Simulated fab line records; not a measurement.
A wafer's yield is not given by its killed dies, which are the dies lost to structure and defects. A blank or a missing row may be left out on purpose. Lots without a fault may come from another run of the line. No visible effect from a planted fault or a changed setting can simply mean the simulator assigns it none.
fab line records	flow n5_finfet
[record] lots = 6	wafers = 17	last_day = 17
route steps=1938 shown BEOL_M3@1004 BEOL_M4@1111 PASSIVATION@1936
lots that met no fault: taken from a fault-free run of the same line
start_h: hours from the record's first day to the start of the lot's first wafer shown	wait_h: hours from the lot's prior step to this one	" as in the row above	L1.1+2: a row that stands for several wafers	- value missing, or start not given	* or withheld: withheld	< > ~ a bound
route shown NAME@n: NAME is a module with steps in the file, n the number in the route of the first one	usual: the fault-free wafers' mean and standard deviation	same: alike in all rows	chamber/n: place in a boat	sites: the reading at each site	_std_site: the standard deviation of these	_edge_site: mean of outer sites minus mean of inner sites	radius_mm: for every site, how far away it sits from the centre of the wafer	mask NAME#n: copy n	behind: tool/chamber where the wafer was last shaped	hold: cause of the lot's hold/its duration in hours/its outcome	device: names the non-switching transistor (n, p or np)	end of line: at the end of the route, the tests of the same wafers	for a step that has no rows: nothing shown but its recipe	killed: at the first sort, the dies lost to defects and structure; wafer yield is something else	map: the dies of a wafer, with x for killed, . for not killed, _ for no die there
set.NAME: the run value of the setting; set.NAME@STEP: its run value at that earlier step	model.NAME: the simulator's own value behind a step, which no gauge read
lots at selected steps of the route; one table per step, one row per wafer
services: from which hour (start_h, from the record's first day; less than 0 if before it) a tool's chamber was out of use, for how many hours, and why
[[steps]]
[step N5_BEOL_M3_SPUTTER_90]
[recipe] material = Cu	target_thk_a = 45	temp_c = -20	chamber_pressure_pa = 0.07	power_w = withheld	time_s = 8.29
[step N5_BEOL_M3_ANNEAL_91]
[recipe] temp_c = 400	time_s = 240	ambient = vacuum
[step N5_BEOL_M3_SPUTTER_92]
[recipe] material = Cu	target_thk_a = 45	temp_c = -20	chamber_pressure_pa = 0.07	power_w = withheld	time_s = 8.29
[usual] chuck_sensor_temp_C = -16.1/0.49	throttle_valve_pct = 30.0/0.97
lot.wafer	tool	chamber	start_h	wait_h	chuck_sensor_temp_C	throttle_valve_pct
L896.1	pvd_sputter-03	-	177.29	0.1	-16.1	31.1
L896.2	"	-	"	"	-16.3	28.4
L896.6	"	-	"	"	-15.8	29.3
L903.1	pvd_sputter-03	-	231.48	0.1	-15.7	29.4
L903.5	"	-	"	"	-15.9	28.9
L903.6	"	-	"	"	-16.3	31.3
L904.2	pvd_sputter-01	-	235.00	0.1	-16.3	30.6
L904.6	"	-	"	"	-15.6	31.7
L906.3	pvd_sputter-03	-	239.94	0.1	-15.8	30.8
L906.4	"	-	"	"	-16.1	31.0
L906.6	"	-	"	"	-15.7	29.2
L911.1	pvd_sputter-02	-	272.86	0.1	-15.8	30.5
L911.2	"	-	"	"	-17.3	29.7
L911.4	"	-	"	"	-16.8	29.0
L915.1	pvd_sputter-01	-	301.04	0.1	-15.6	31.6
L915.2	"	-	"	"	-15.5	29.3
L915.4	"	-	"	"	-16.4	29.8
[step N5_BEOL_M3_ANNEAL_93]
[recipe] temp_c = 400	time_s = 240	ambient = vacuum
[step N5_BEOL_M3_SPUTTER_94]
[recipe] material = Cu	target_thk_a = 45	temp_c = -20	chamber_pressure_pa = 0.07	power_w = withheld	time_s = 8.29
[step N5_BEOL_M3_ANNEAL_95]
[recipe] temp_c = 400	time_s = 240	ambient = vacuum
[usual] heater_power_w = 804/88
lot.wafer	tool	chamber	start_h	wait_h	heater_power_w
L896.1	pvd_sputter-03	-	177.59	0.0	840
L896.2	"	-	"	"	690
L896.6	"	-	"	"	823
L903.1	pvd_sputter-03	-	231.78	0.0	805
L903.5	"	-	"	"	815
L903.6	"	-	"	"	799
L904.2	pvd_sputter-01	-	235.30	0.0	944
L904.6	"	-	"	"	799
L906.3	pvd_sputter-03	-	240.24	0.0	779
L906.4	"	-	"	"	830
L906.6	"	-	"	"	823
L911.1	pvd_sputter-02	-	273.16	0.0	782
L911.2	"	-	"	"	1032
L911.4	"	-	"	"	749
L915.1	pvd_sputter-01	-	301.34	0.0	780
L915.2	"	-	"	"	736
L915.4	"	-	"	"	789
[step N5_BEOL_M3_SPUTTER_96]
[recipe] material = Cu	target_thk_a = 45	temp_c = -20	chamber_pressure_pa = 0.07	power_w = withheld	time_s = 8.29
[usual] chuck_sensor_temp_C = -16.0/0.49	throttle_valve_pct = 30.0/0.96
lot.wafer	tool	chamber	start_h	wait_h	chuck_sensor_temp_C	throttle_valve_pct
L896.1	pvd_sputter-03	-	177.73	0.1	-16.1	31.2
L896.2	"	-	"	"	-16.3	28.6
L896.6	"	-	"	"	-15.8	29.1
L903.1	pvd_sputter-03	-	231.92	0.1	-15.7	29.2
L903.5	"	-	"	"	-15.7	29.4
L903.6	"	-	"	"	-16.3	31.1
L904.2	pvd_sputter-01	-	235.44	0.1	-16.1	30.8
L904.6	"	-	"	"	-15.6	31.8
L906.3	pvd_sputter-03	-	240.38	0.1	-15.9	31.0
L906.4	"	-	"	"	-16.3	31.2
L906.6	"	-	"	"	-15.6	29.2
L911.1	pvd_sputter-02	-	273.30	0.1	-15.7	30.4
L911.2	"	-	"	"	-17.3	29.4
L911.4	"	-	"	"	-16.8	29.0
L915.1	pvd_sputter-01	-	301.48	0.1	-15.7	31.7
L915.2	"	-	"	"	-15.3	29.5
L915.4	"	-	"	"	-16.4	29.9
[step N5_BEOL_M3_ECD_50]
[recipe] material = Cu	target_thk_a = 3000
[step N5_BEOL_M3_ANNEAL_51]
[recipe] temp_c = 225	time_s = 90	ambient = N2
[usual] wafer_temp_C_max = 226.0/0.34
lot.wafer	tool	chamber	start_h	wait_h	wafer_temp_C_max
L896.1	rtp_anneal-02	0	177.92	0.1	225.6
L896.2	"	0	"	"	225.3
L896.6	"	0	"	"	225.9
L903.1	rtp_anneal-01	0	232.11	0.1	226.5
L903.5	"	0	"	"	226.2
L903.6	"	0	"	"	226.1
L904.2	rtp_anneal-02	0	235.68	0.1	225.9
L904.6	"	0	"	"	226.1
L906.3	rtp_anneal-02	0	240.66	0.1	225.8
L906.4	"	0	"	"	225.5
L906.6	"	0	"	"	225.5
L911.1	rtp_anneal-01	0	273.49	0.1	226.6
L911.2	"	0	"	"	225.9
L911.4	"	0	"	"	225.8
L915.1	rtp_anneal-02	0	301.68	0.1	225.4
L915.2	"	0	"	"	225.9
L915.4	"	0	"	"	225.8
[step N5_BEOL_M3_CMP_52]
[recipe] stop_on = SiOC	t_overpolish_s = 6.8	down_force_psi = 1	platen_rpm = 50	clearing_platen_down_force_psi = 1.5	clearing_platen_rpm = 50	post_cmp_clean = cu_alkaline	target_thk_nm = 40	clearing_platen_pad_velocity_m_s = 0.99484	pad_velocity_m_s = 0.99484
[step N5_BEOL_M3_THK_MEAS_53]
[recipe] thk_meas_gauge = xrf	reads = Cu_of_BEOL_M3_ECD_50
[usual] M3_THK = 41.6/1.4
lot.wafer	tool	chamber	start_h	wait_h	M3_THK[nm]
L896.1	film_metro-02	-	178.52	-	39.7
L896.2	"	-	"	"	40.8
L896.6	"	-	"	"	40.5
L903.1	film_metro-01	-	232.70	-	40.5
L903.5	"	-	"	"	40.3
L903.6	"	-	"	"	41.8
L904.2	film_metro-02	-	236.22	-	42.5
L904.6	"	-	"	"	41.6
L906.3	film_metro-02	-	241.17	-	40.8
L906.4	"	-	"	"	40.5
L906.6	"	-	"	"	41.3
L911.1	film_metro-02	-	274.08	-	40.5
L911.2	"	-	"	"	40.1
L911.4	"	-	"	"	42.2
L915.1	film_metro-02	-	302.27	-	39.5
L915.2	"	-	"	"	40.1
L915.4	"	-	"	"	40.1
[step N5_BEOL_M3_PRE_CLEAN_60]
[recipe] gas = NH3/H2	time_s = 15	temp_c = *	rf_power_w = 300
[usual] heater_power_w = 99/10
lot.wafer	tool	chamber	start_h	wait_h	heater_power_w
L896.1	cvd_co-01	0	178.55	0.0	107
L896.2	"	1	"	"	115
L896.6	"	2	"	"	88
L903.1	cvd_co-01	1	232.74	0.0	114
L903.5	"	1	"	"	111
L903.6	"	2	"	"	87
L904.2	cvd_co-01	1	236.26	0.0	115
L904.6	"	1	"	"	119
L906.3	cvd_co-01	1	241.20	0.0	118
L906.4	"	2	"	"	89
L906.6	"	1	"	"	116
L911.1	cvd_co-02	1	274.12	0.0	97
L911.2	"	2	"	"	101
L911.4	"	0	"	"	85
L915.1	cvd_co-02	0	302.31	0.0	85
L915.2	"	2	"	"	103
L915.4	"	2	"	"	103
[step N5_BEOL_M3_CO_CAP_55]
[recipe] material = Co	target_thk_a = 20	temp_c = 200	precursor = CCTBA/H2	pressure_torr = 30	time_s = 102.1
[usual] heater_power_w = 253/14	run_length_s = 125.1/0.6
lot.wafer	tool	chamber	start_h	wait_h	heater_power_w	run_length_s	model.Co_of_BEOL_M3_CO_CAP_55.thk_nm
L896.1	cvd_co-01	0	178.59	0.0	259	125.9	2
L896.2	"	1	"	"	273	124.7	1.8
L896.6	"	2	"	"	241	124.7	1.8
L903.1	cvd_co-01	1	232.78	0.0	276	124.7	2
L903.5	"	1	"	"	283	124.7	1.8
L903.6	"	2	"	"	243	124.1	1.8
L904.2	cvd_co-01	1	236.30	0.0	280	158.7	2.6
L904.6	"	1	"	"	272	125.1	1.8
L906.3	cvd_co-01	1	241.24	0.0	275	125.0	1.8
L906.4	"	2	"	"	241	157.4	2.4
L906.6	"	1	"	"	274	124.6	2
L911.1	cvd_co-02	1	274.16	0.0	251	125.5	1.8
L911.2	"	2	"	"	263	125.3	2
L911.4	"	0	"	"	235	124.7	2
L915.1	cvd_co-02	0	302.35	0.0	233	125.0	2
L915.2	"	2	"	"	261	125.4	2
L915.4	"	2	"	"	254	125.1	2
[step N5_BEOL_M3_PRE_CLEAN_56]
[recipe] gas = NH3	time_s = 15	temp_c = withheld	rf_power_w = 300
[step N5_BEOL_M4_RC_MEAS_101]
[usual] DIBL_N = 36.1/1.6	DIBL_P = 35.8/2.1	IOFF_N = 0.16/0.031	IOFF_P = 0.21/0.034	ION_N = 673/12	ION_P = 461/7.2	SS_N = 71.4/0.59	SS_P = 73.3/0.63	VT_N = 250/3.1	VT_P = -250/3.3
lot.wafer	tool	chamber	start_h	wait_h	DIBL_N[mV/V]	DIBL_P[mV/V]	IOFF_N[nA/um]	IOFF_P[nA/um]	ION_N[uA/um]	ION_P[uA/um]	SS_N[mV/dec]	SS_P[mV/dec]	VT_N[mV]	VT_P[mV]
L896.1	prober-02	0	200.75	0.0	35.2	36.3	0.16	0.21	680	465	71.5	73.5	250	-252
L896.2	"	0	"	"	35.7	36.7	0.17	0.20	670	459	70.6	74.7	251	-250
L896.6	"	0	"	"	37.3	38.2	0.19	0.22	686	461	72.3	74.0	247	-248
L903.1	prober-01	0	246.05	0.0	35.5	36.0	0.16	0.21	678	464	71.0	72.8	249	-250
L903.5	"	0	"	"	35.3	35.9	0.16	0.21	677	470	70.7	73.3	248	-251
L903.6	"	0	"	"	33.9	34.3	0.13	0.19	677	466	70.7	73.5	251	-250
L904.2	prober-01	0	250.93	0.2	34.7	33.3	0.13	0.17	663	451	71.2	72.7	251	-255
L904.6	"	0	"	"	35.7	35.2	0.16	0.21	687	476	71.6	73.3	248	-249
L906.3	prober-02	0	254.15	0.3	33.5	33.2	0.13	0.17	668	463	70.3	72.5	250	-252
L906.4	"	0	"	"	36.6	36.0	0.18	0.20	687	461	72.0	73.0	246	-254
L906.6	"	0	"	"	33.2	32.4	0.12	0.15	671	460	70.5	72.3	253	-254
L911.1	prober-01	0	284.14	0.0	32.9	31.4	0.10	0.15	633	446	70.2	71.6	260	-256
L911.2	"	0	"	"	35.6	34.5	0.14	0.20	675	460	71.4	73.2	252	-253
L911.4	"	0	"	"	34.8	34.1	0.13	0.19	660	449	70.8	72.9	251	-253
L915.1	prober-02	0	310.03	0.0	31.9	32.8	0.13	0.16	671	454	70.8	72.9	252	-254
L915.2	"	0	"	"	35.8	37.0	0.17	0.21	682	467	71.5	73.8	249	-247
L915.4	"	0	"	"	36.3	36.9	0.19	0.21	677	462	72.1	74.2	245	-249
[step N5_PASSIVATION_PROBE_49]
[usual] defect_limited_yield = 91.0/1.5	killed_at_M0_to_M3 = 35/11	killed_at_M4_up = 13/6	killed_at_contacts = 14/6.5	killed_at_front_end = 40/12	killed_at_other = 4/3.4	killed_dies = 106/18	killed_open = 68/14	killed_short = 35/7.7	sort_bin_5_function = 5.2/0.98	sort_bin_6_memory = 3.4/0.72	sort_bin_8_speed = 0.02/0.24	sort_n_pass = 1074/18	sort_yield_pct = 91.0/1.5
[same] gross_dies = 1180	killed_at_back_side = 0	sort_bin_4_leakage[%] = 0
lot.wafer	tool	chamber	start_h	wait_h	defect_limited_yield[%]	killed_at_M0_to_M3	killed_at_M4_up	killed_at_contacts	killed_at_front_end	killed_at_other	killed_dies	killed_open	killed_short	sort_bin_5_function[%]	sort_bin_6_memory[%]	sort_bin_8_speed[%]	sort_n_pass	sort_yield_pct[%]
L906.4	prober-01	-	366.67	0.2	92.0	36	14	18	26	0	94	62	29	3.7	3.9	0	1086	92.0
// killed by level:class
L906.4 MOL_CONTACT_COAG:geometric_particle:open=13 BEOL_M0_SAQP:geometric_particle:short=9 BEOL_M3:geometric_particle:open=8 BEOL_M0_SAQP:geometric_particle:open=7 STI_FIN_REVEAL:geometric_particle:open=5 MOL_CONTACT_COAG:geometric_particle:short=5 FIN_SAQP:geometric_particle:short=4 DUMMY_GATE:geometric_particle:open=4
[[services]]
tool	chamber	start_h	hours	kind
pvd_sputter-02	-	205.02	2.0	repair
cvd_co-01	-	210.55	14.6	pm
cvd_co-02	-	225.15	6.0	pm
pvd_sputter-01	-	246.25	3.0	repair
[[key]]
[first_sign] step = N5_BEOL_M3_CO_CAP_55	reading = run_length_s	direction = up	sigmas = 55	usual = *	struck = *
effect none on later readings
[model_effect] step = N5_BEOL_M3_CO_CAP_55	value = Co_of_BEOL_M3_CO_CAP_55.thk_nm	without = 1.8	struck = 2.5
met_at N5_BEOL_M3_CO_CAP_55
struck_wafers L904.2,L906.4
onset_between 232.78 236.30
[fault] kind = process_parameter_drift	tool = cvd_co-01	chamber = -	onset_h = 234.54	steps = N5_BEOL_M3_CO_CAP_55	channel = time_s	offset = *	shape = step	end_h = 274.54	scope = struck_wafers_only	acts_in = *	stated = *
